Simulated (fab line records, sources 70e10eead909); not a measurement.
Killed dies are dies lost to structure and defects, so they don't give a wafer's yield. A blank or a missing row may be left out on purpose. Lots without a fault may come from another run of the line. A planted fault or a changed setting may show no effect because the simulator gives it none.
Which tool did it? | flow nand_harc | 14 lots, 42 wafers sampled, at 4 steps of a route of 1159

WHAT THE GAUGES READ, wafer by wafer
NHARC_END_SORT_01. Usual: killed_at_array 31, standard deviation 11; killed_at_other 0.5, standard deviation 0.78; killed_at_periphery 3.0, standard deviation 2; killed_dies 34, standard deviation 12; killed_open 3.2, standard deviation 2; killed_short 1.9, standard deviation 1.6.
lot  | measured     | on        | killed_at_array | killed_at_other | killed_at_periphery | killed_dies | killed_open | killed_short | flag
L604 | day 21 01:28 | prober-02 | 84 87 84        | 1 2 1           | 3 1 4               | 88 90 89    | 2 0 6       | 3 1 3        | OFF
L605 | day 21 02:23 | prober-01 | 101 89 106      | 1 0 0           | 1 2 3               | 103 91 109  | 3 2 5       | 0 0 3        | OFF

WHICH TOOL RAN EACH LOT (tool, then ch and the chambers of the sampled wafers, then the start)
lot  | NHARC_A_WL_FILL_CVD_23           | NHARC_THIN_TSV_DESCUM_35           | NHARC_THIN_TSV_STRIP_56
L599 | lpcvd_poly-04 ch 0, day 15 14:17 | rie_diel-07 ch 0,1, day 19 07:24   | plasma_asher-01 ch 0,1, day 19 07:53
L600 | lpcvd_poly-04 ch 0, day 15 14:17 | rie_diel-08 ch 0,1,3, day 19 06:16 | plasma_asher-02 ch 0,1, day 19 06:58
L601 | lpcvd_poly-04 ch 0, day 15 19:07 | rie_diel-08 ch 0,2,3, day 19 08:35 | plasma_asher-02 ch 0,1, day 19 09:23
L603 | lpcvd_poly-03 ch 0, day 16 19:32 | rie_diel-07 ch 1,2, day 19 18:19   | plasma_asher-02 ch 0,1, day 19 18:53
L604 | lpcvd_poly-04 ch 0, day 17 07:02 | rie_diel-08 ch 0,2,3, day 20 18:13 | plasma_asher-01 ch 0,1, day 20 18:43
L605 | lpcvd_poly-04 ch 0, day 17 07:02 | rie_diel-08 ch 0,2,3, day 20 16:57 | plasma_asher-01 ch 0,1, day 20 17:29
L607 | lpcvd_poly-03 ch 0, day 17 12:29 | rie_diel-08 ch 0,2,3, day 20 21:29 | plasma_asher-02 ch 0,1, day 20 22:03
L614 | lpcvd_poly-03 ch 0, day 19 19:04 | rie_diel-07 ch 1,2, day 23 04:05   | plasma_asher-01 ch 0,1, day 23 04:44
L616 | lpcvd_poly-03 ch 0, day 19 19:04 | rie_diel-08 ch 0,2, day 23 05:19   | plasma_asher-01 ch 0,1, day 23 05:47
L613 | lpcvd_poly-02 ch 0, day 19 22:20 | rie_diel-07 ch 0,1,2, day 23 06:35 | plasma_asher-02 ch 0,1, day 23 07:08
L617 | lpcvd_poly-02 ch 0, day 20 10:25 | rie_diel-08 ch 1,2, day 23 08:07   | plasma_asher-01 ch 0,1, day 23 08:39
L619 | lpcvd_poly-04 ch 0, day 20 19:19 | rie_diel-10 ch 0,1,3, day 24 10:21 | plasma_asher-02 ch 0,1, day 24 11:01
L621 | lpcvd_poly-04 ch 0, day 20 19:19 | rie_diel-07 ch 0,1,2, day 23 21:53 | plasma_asher-01 ch 0,1, day 23 22:23
L622 | lpcvd_poly-02 ch 0, day 21 11:43 | rie_diel-07 ch 0,2,3, day 24 14:16 | plasma_asher-01 ch 0,1, day 24 14:50
- NHARC_A_WL_FILL_CVD_23: deposits poly-Si, target thk 40 nm, time 800 s.
- NHARC_THIN_TSV_DESCUM_35: chemistry O2, time 3 s.
- NHARC_THIN_TSV_STRIP_56: strips in O2.

WHAT THE TOOLS THEMSELVES READ (means of the sampled wafers that have a number; where no wafer has one, the mark that the record gives instead)
NHARC_A_WL_FILL_CVD_23. Usual: zone_power_upper_pct 9.2 %, standard deviation 0.92.
lot  | tool          | zone_power_upper_pct (%) | flag
L599 | lpcvd_poly-04 | 8.4                      |
L600 | lpcvd_poly-04 | 8.4                      |
L601 | lpcvd_poly-04 | 8.4                      |
L603 | lpcvd_poly-03 | 10.3                     |
L604 | lpcvd_poly-04 | 8.4                      |
L605 | lpcvd_poly-04 | 8.4                      |
L607 | lpcvd_poly-03 | 10.2                     |
L614 | lpcvd_poly-03 | 10.3                     |
L616 | lpcvd_poly-03 | 10.3                     |
L613 | lpcvd_poly-02 | 8.4                      |
L617 | lpcvd_poly-02 | 8.5                      |
L619 | lpcvd_poly-04 | 8.4                      |
L621 | lpcvd_poly-04 | 8.4                      |
L622 | lpcvd_poly-02 | 8.5                      |

NHARC_THIN_TSV_DESCUM_35. Usual: drypump_motor_current_A 5.9 A, standard deviation 0.52; oes_product_au 1.003 a.u., standard deviation 0.013; rf_vpp_V 57.9 V, standard deviation 0.79; showerhead_plenum_p_Torr 1.92 Torr, standard deviation 0.086; throttle_valve_pct 11.312 %, standard deviation 0.0097.
lot  | tool        | drypump_motor_current_A (A) | oes_product_au (a.u.) | rf_vpp_V (V) | showerhead_plenum_p_Torr (Torr) | throttle_valve_pct (%) | flag
L599 | rie_diel-07 | 5.5                         | 1.015                 | 57.9         | 2.03                            | 11.314                 |
L600 | rie_diel-08 | 5.5                         | 1.000                 | 58.0         | 1.86                            | 11.312                 |
L601 | rie_diel-08 | 5.8                         | 1.000                 | 57.3         | 1.93                            | 11.300                 |
L603 | rie_diel-07 | 5.6                         | 1.007                 | 57.5         | 1.98                            | 11.321                 |
L604 | rie_diel-08 | 5.8                         | 1.002                 | 58.2         | 1.93                            | 11.309                 |
L605 | rie_diel-08 | 5.8                         | 0.991                 | 58.2         | 1.93                            | 11.318                 |
L607 | rie_diel-08 | 5.8                         | 0.993                 | 58.3         | 1.93                            | 11.306                 |
L614 | rie_diel-07 | 5.6                         | 1.014                 | 59.0         | 1.97                            | 11.314                 |
L616 | rie_diel-08 | 5.7                         | 0.996                 | 57.8         | 1.89                            | 11.310                 |
L613 | rie_diel-07 | 6.1                         | 1.013                 | 58.2         | 1.96                            | 11.313                 |
L617 | rie_diel-08 | 5.9                         | 1.001                 | 57.8         | 1.94                            | 11.302                 |
L619 | rie_diel-10 | 5.8                         | 1.003                 | 57.8         | 1.90                            | 11.313                 |
L621 | rie_diel-07 | 6.1                         | 1.014                 | 57.8         | 1.96                            | 11.308                 |
L622 | rie_diel-07 | 6.4                         | 0.998                 | 58.0         | 1.89                            | 11.309                 |

NHARC_THIN_TSV_STRIP_56. Usual: drypump_motor_current_A 5.5 A, standard deviation 0.32; heater_power_w 341 W, standard deviation 21.
lot  | tool            | drypump_motor_current_A (A) | heater_power_w (W) | flag
L599 | plasma_asher-01 | 5.6                         | 343                |
L600 | plasma_asher-02 | 5.4                         | 345                |
L601 | plasma_asher-02 | 5.7                         | 342                |
L603 | plasma_asher-02 | 5.7                         | 344                |
L604 | plasma_asher-01 | 5.6                         | 346                |
L605 | plasma_asher-01 | 5.4                         | 331                |
L607 | plasma_asher-02 | 5.7                         | 344                |
L614 | plasma_asher-01 | 5.4                         | 330                |
L616 | plasma_asher-01 | 5.4                         | 330                |
L613 | plasma_asher-02 | 5.4                         | 346                |
L617 | plasma_asher-01 | 5.6                         | 344                |
L619 | plasma_asher-02 | 5.7                         | 345                |
L621 | plasma_asher-01 | 5.6                         | 347                |
L622 | plasma_asher-01 | 5.6                         | 351                |

THE ANSWER, worked out from the rows above alone
Rule: a lot is off if the mean of its wafers that have a number lies more than 3 standard deviations from the usual mean. A lot without any number at a reading at which 4 lots or more have one is off too. The other lots that the step has rows for count as sound. The gauges are gone through in route order, then the tools' own readings, and for those a lot's mean is taken as printed above. The first step at which some lot is off is used, and at that step the reading that is off furthest; a lot without a number counts as furthest.
Off: L604, L605, at NHARC_END_SORT_01 (killed_at_array). Neither off nor sound, because the step has no rows for them: L599, L600, L601, L603, L607, L614, L616, L613, L617, L619, L621, L622.
A tool fits if, at a process step before that reading, it ran every lot that is off, and no sound lot after the first of them. The gauges at NHARC_END_SORT_01 are tried like those tools. Can't be told from this: 3 tools fit, lpcvd_poly-04 at NHARC_A_WL_FILL_CVD_23, rie_diel-08 at NHARC_THIN_TSV_DESCUM_35, plasma_asher-01 at NHARC_THIN_TSV_STRIP_56.

WHAT THE SIMULATOR HAD PUT IN
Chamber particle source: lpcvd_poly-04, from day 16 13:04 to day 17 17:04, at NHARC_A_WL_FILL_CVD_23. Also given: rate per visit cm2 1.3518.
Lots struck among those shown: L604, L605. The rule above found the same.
